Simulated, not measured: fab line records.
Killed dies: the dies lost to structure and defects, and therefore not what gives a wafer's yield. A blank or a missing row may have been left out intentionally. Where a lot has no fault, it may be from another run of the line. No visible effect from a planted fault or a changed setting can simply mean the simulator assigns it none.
The tool behind it: which one? || flow nandHarc || 24 lots, 72 wafers sampled, at 1 step of a route of 1302

WHAT THE GAUGES SHOWED, per wafer
NHARC_A_CONTACT_INSPECT_71. Usual: rawDefectCount reads 80 (standard deviation 29).
{"lot": "L075", "measured": "day 21 03:32", "on": "defectInspect-02", "rawDefectCount": "112 138 121", "flag": ""}
{"lot": "L076", "measured": "day 21 15:14", "on": "defectInspect-02", "rawDefectCount": "15 20 24", "flag": ""}
{"lot": "L077", "measured": "day 21 16:32", "on": "defectInspect-01", "rawDefectCount": "88 92 80", "flag": ""}
{"lot": "L074", "measured": "day 21 18:23", "on": "defectInspect-01", "rawDefectCount": "102 99 94", "flag": ""}
{"lot": "L078", "measured": "day 22 22:53", "on": "defectInspect-02", "rawDefectCount": "94 103 85", "flag": ""}
{"lot": "L080", "measured": "day 23 00:08", "on": "defectInspect-01", "rawDefectCount": "97 104 107", "flag": ""}
{"lot": "L079", "measured": "day 23 03:19", "on": "defectInspect-01", "rawDefectCount": "22 25 18", "flag": ""}
{"lot": "L081", "measured": "day 24 06:46", "on": "defectInspect-02", "rawDefectCount": "115 121 115", "flag": ""}
{"lot": "L082", "measured": "day 24 07:49", "on": "defectInspect-02", "rawDefectCount": "66 59 68", "flag": ""}
{"lot": "L083", "measured": "day 24 23:06", "on": "defectInspect-02", "rawDefectCount": "74 71 86", "flag": ""}
{"lot": "L084", "measured": "day 25 00:07", "on": "defectInspect-02", "rawDefectCount": "76 63 81", "flag": ""}
{"lot": "L085", "measured": "day 25 02:31", "on": "defectInspect-02", "rawDefectCount": "112 76 78", "flag": ""}
{"lot": "L086", "measured": "day 25 14:14", "on": "defectInspect-01", "rawDefectCount": "53 53 50", "flag": ""}
{"lot": "L087", "measured": "day 25 19:08", "on": "defectInspect-01", "rawDefectCount": "75 56 73", "flag": ""}
{"lot": "L088", "measured": "day 26 15:20", "on": "defectInspect-01", "rawDefectCount": "76 63 75", "flag": ""}
{"lot": "L089", "measured": "day 26 22:01", "on": "defectInspect-01", "rawDefectCount": "83 84 85", "flag": ""}
{"lot": "L090", "measured": "day 27 07:30", "on": "defectInspect-02", "rawDefectCount": "111 104 95", "flag": ""}
{"lot": "L091", "measured": "day 27 12:26", "on": "defectInspect-01", "rawDefectCount": "44 53 54", "flag": ""}
{"lot": "L093", "measured": "day 28 02:23", "on": "defectInspect-02", "rawDefectCount": "113 92 108", "flag": ""}
{"lot": "L092", "measured": "day 28 04:03", "on": "defectInspect-02", "rawDefectCount": "72 81 73", "flag": ""}
{"lot": "L095", "measured": "day 29 10:55", "on": "defectInspect-01", "rawDefectCount": "73 69 80", "flag": ""}
{"lot": "L094", "measured": "day 29 12:05", "on": "defectInspect-01", "rawDefectCount": "81 77 70", "flag": ""}
{"lot": "L097", "measured": "day 30 10:59", "on": "defectInspect-02", "rawDefectCount": "144 134 133", "flag": ""}
{"lot": "L096", "measured": "day 30 15:41", "on": "defectInspect-01", "rawDefectCount": "47 46 50", "flag": ""}

TOOL THAT RAN EACH LOT (tool first, then ch and the chambers of the sampled wafers, then the start)
The record shows no process step preceding these readings.

AS READ BY THE TOOLS THEMSELVES (means over the sampled wafers that have a number; for cases with no such wafer, the mark the record gives instead)
The record holds no such reading with a usual standard deviation.

THE ANSWER, worked out from the rows above alone
Rule: a lot counts as off when the mean over its wafers that have a number is more than 3 standard deviations away from the usual mean. Also off: a lot with no number at a reading for which 4 or more lots have one. Any other lot the step has rows for is counted as sound. After the gauges, taken in route order, come the tools' own readings; for these a lot's mean is taken, as printed above. At the first step where some lot is off, the reading lying furthest off is the one used; lots without a number count as furthest.
Across all readings shown, no lot is off: no conclusion can be drawn from this.

WHAT THE SIMULATOR PUT IN
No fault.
